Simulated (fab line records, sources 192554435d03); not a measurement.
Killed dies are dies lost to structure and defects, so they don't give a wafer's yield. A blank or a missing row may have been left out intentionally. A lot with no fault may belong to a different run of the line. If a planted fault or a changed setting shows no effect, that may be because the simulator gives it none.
Split-lot experiment :: flow n5_finfet :: 21 wafers read from 7 lots, route of 1938 steps

== ON THE SPLIT ==
At N5_BEOL_M10_EXPOSE_08 (exposes mask M10), the setting dose_mj was moved away from the recipe's 53.75 on 3 of the 21 wafers read, by -6.5% to +6.9%. For the rest of the wafers, this setting stayed at what the recipe calls for.

== FROM THE SPLIT TO THE READING: what the file shows between them, 10 steps ==
- N5_BEOL_M10_PEB_09: peb time 60 s
- N5_BEOL_M10_DEVELOP_10: develop time 30 s
- N5_BEOL_M10_CD_MEAS_11: target cd 64.1 nm
- N5_BEOL_M10_DESCUM_16: chemistry O2, time 7.9 s
- N5_BEOL_M10_ETCH_61: etches SiARC in CF4, target depth 39 nm, time 65 s
- N5_BEOL_M10_ETCH_62: etches SOC in N2/H2, target depth 110 nm, overetch 22 nm, time 165 s
- N5_BEOL_M10_STRIP_68: strips in N2/H2
- N5_BEOL_M10_STRIP_67: strips in CF4
- N5_BEOL_M10_HM_OPEN_17: chemistry Cl2/BCl3, target TiN, target depth 20 nm, overetch 6 nm
- N5_BEOL_M10_STRIP_19: strips in O2

== THE READING ==
cd_nm, in nm, at N5_BEOL_M10_CD_MEAS_18 (pitch 140 nm, target cd 70 nm). Fault-free wafers of this fab line usually give 69.9 nm, standard deviation 0.55 nm.

wafer: L074.3
tool, chamber at the split: arfi_scanner-02, 0
dose_mj as run: 53.75
against the recipe: recipe
cd_nm, nm: 70.7
against lot-mates on the recipe: -

wafer: L074.5
tool, chamber at the split: arfi_scanner-02, 0
dose_mj as run: 53.75
against the recipe: recipe
cd_nm, nm: 69.7
against lot-mates on the recipe: -

wafer: L074.6
tool, chamber at the split: arfi_scanner-02, 0
dose_mj as run: 53.75
against the recipe: recipe
cd_nm, nm: 70.0
against lot-mates on the recipe: -

wafer: L079.1
tool, chamber at the split: arfi_scanner-01, 0
dose_mj as run: 53.75
against the recipe: recipe
cd_nm, nm: 70.7
against lot-mates on the recipe: -

wafer: L079.2
tool, chamber at the split: arfi_scanner-01, 0
dose_mj as run: 53.75
against the recipe: recipe
cd_nm, nm: 69.5
against lot-mates on the recipe: -

wafer: L079.4
tool, chamber at the split: arfi_scanner-01, 0
dose_mj as run: 53.75
against the recipe: recipe
cd_nm, nm: 69.5
against lot-mates on the recipe: -

wafer: L081.2
tool, chamber at the split: arfi_scanner-03, 0
dose_mj as run: 57.48
against the recipe: +6.9%
cd_nm, nm: 72.9
against lot-mates on the recipe: +2.6

wafer: L081.4
tool, chamber at the split: arfi_scanner-03, 0
dose_mj as run: 53.75
against the recipe: recipe
cd_nm, nm: 69.8
against lot-mates on the recipe: -

wafer: L081.6
tool, chamber at the split: arfi_scanner-03, 0
dose_mj as run: 53.75
against the recipe: recipe
cd_nm, nm: 70.9
against lot-mates on the recipe: -

wafer: L082.2
tool, chamber at the split: arfi_scanner-03, 0
dose_mj as run: 50.23
against the recipe: -6.5%
cd_nm, nm: 67.4
against lot-mates on the recipe: -2.4

wafer: L082.3
tool, chamber at the split: arfi_scanner-03, 0
dose_mj as run: 50.23
against the recipe: -6.5%
cd_nm, nm: 66.6
against lot-mates on the recipe: -3.2

wafer: L082.6
tool, chamber at the split: arfi_scanner-03, 0
dose_mj as run: 53.75
against the recipe: recipe
cd_nm, nm: 69.8
against lot-mates on the recipe: -

wafer: L084.2
tool, chamber at the split: arfi_scanner-02, 0
dose_mj as run: 53.75
against the recipe: recipe
cd_nm, nm: 69.7
against lot-mates on the recipe: -

wafer: L084.4
tool, chamber at the split: arfi_scanner-02, 0
dose_mj as run: 53.75
against the recipe: recipe
cd_nm, nm: 69.7
against lot-mates on the recipe: -

wafer: L084.5
tool, chamber at the split: arfi_scanner-02, 0
dose_mj as run: 53.75
against the recipe: recipe
cd_nm, nm: 69.8
against lot-mates on the recipe: -

wafer: L086.2
tool, chamber at the split: arfi_scanner-02, 0
dose_mj as run: 53.75
against the recipe: recipe
cd_nm, nm: 70.6
against lot-mates on the recipe: -

wafer: L086.4
tool, chamber at the split: arfi_scanner-02, 0
dose_mj as run: 53.75
against the recipe: recipe
cd_nm, nm: 70.4
against lot-mates on the recipe: -

wafer: L086.6
tool, chamber at the split: arfi_scanner-02, 0
dose_mj as run: 53.75
against the recipe: recipe
cd_nm, nm: 69.3
against lot-mates on the recipe: -

wafer: L096.1
tool, chamber at the split: arfi_scanner-02, 0
dose_mj as run: 53.75
against the recipe: recipe
cd_nm, nm: 70.0
against lot-mates on the recipe: -

wafer: L096.4
tool, chamber at the split: arfi_scanner-02, 0
dose_mj as run: 53.75
against the recipe: recipe
cd_nm, nm: 69.6
against lot-mates on the recipe: -

wafer: L096.5
tool, chamber at the split: arfi_scanner-02, 0
dose_mj as run: 53.75
against the recipe: recipe
cd_nm, nm: 70.2
against lot-mates on the recipe: -

FIT RESULTS
A straight line over all 21 wafers: cd_nm changes by +0.443 nm for each +1% of dose_mj; r = +0.93; the points scatter about the line by 0.47 nm.
The same after taking each lot's own level away (the mean of its wafers on the recipe; 21 wafers): +0.405 nm for each +1%; r = +0.92; scatter 0.44 nm.
That fit puts the effect of the largest move of dose_mj on the reading at 2.8 nm.
The lots' own levels span 69.73 to 70.35 nm, that is 1.1 times the standard deviation above.
Hence the lot-to-lot level has little effect on the slope; both slopes agree.
Check: +2.97 nm against its lot-mates is what the line predicts for one of the wafers moved furthest among these (+6.9%) when that wafer is left out of the fit. Against them it came out at +2.55 nm.

== OTHER SPLITS ON THESE WAFERS ==
Before the reading, these wafers also passed through other splits. Each is held against what the fit with the lots' levels taken away leaves over:
other split on the same wafers: N5_BEOL_M9_ILD_DEP_00 time_s
wafers away from the commonest value: 5
r with cd_nm (lot level and that fit taken away): +0.08

== THE WHOLE CHAIN: every reading that the file lists as answering this split, in the file's order ==
step: N5_BEOL_M10_CD_MEAS_11
what it does: target cd 64.1 nm
reading: cd_nm
change (the file's fit): +0.485 nm for each +1% of the setting
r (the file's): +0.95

step: N5_BEOL_M10_ETCH_61
what it does: etches SiARC in CF4, target depth 39 nm, time 65 s
reading: BEOL_M10.cd_offset_nm (the simulator's own value, which no gauge read)
change (the file's fit): +0.475 nm for each +1% of the setting
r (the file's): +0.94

step: N5_BEOL_M10_ETCH_62
what it does: etches SOC in N2/H2, target depth 110 nm, overetch 22 nm, time 165 s
reading: BEOL_M10.cd_offset_nm (the simulator's own value, which no gauge read)
change (the file's fit): +0.429 nm for each +1% of the setting
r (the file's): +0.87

step: N5_BEOL_M10_HM_OPEN_17
what it does: chemistry Cl2/BCl3, target TiN, target depth 20 nm, overetch 6 nm
reading: BEOL_M10.cd_offset_nm (the simulator's own value, which no gauge read)
change (the file's fit): +0.436 nm for each +1% of the setting
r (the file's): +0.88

step: N5_BEOL_M10_CD_MEAS_18
what it does: pitch 140 nm, target cd 70 nm
reading: cd_nm
change (the file's fit): +0.401 nm for each +1% of the setting
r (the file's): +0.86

== THE FILE'S OWN FIT ==
cd_nm changes by +0.401 nm for each +1% of dose_mj, r = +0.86.
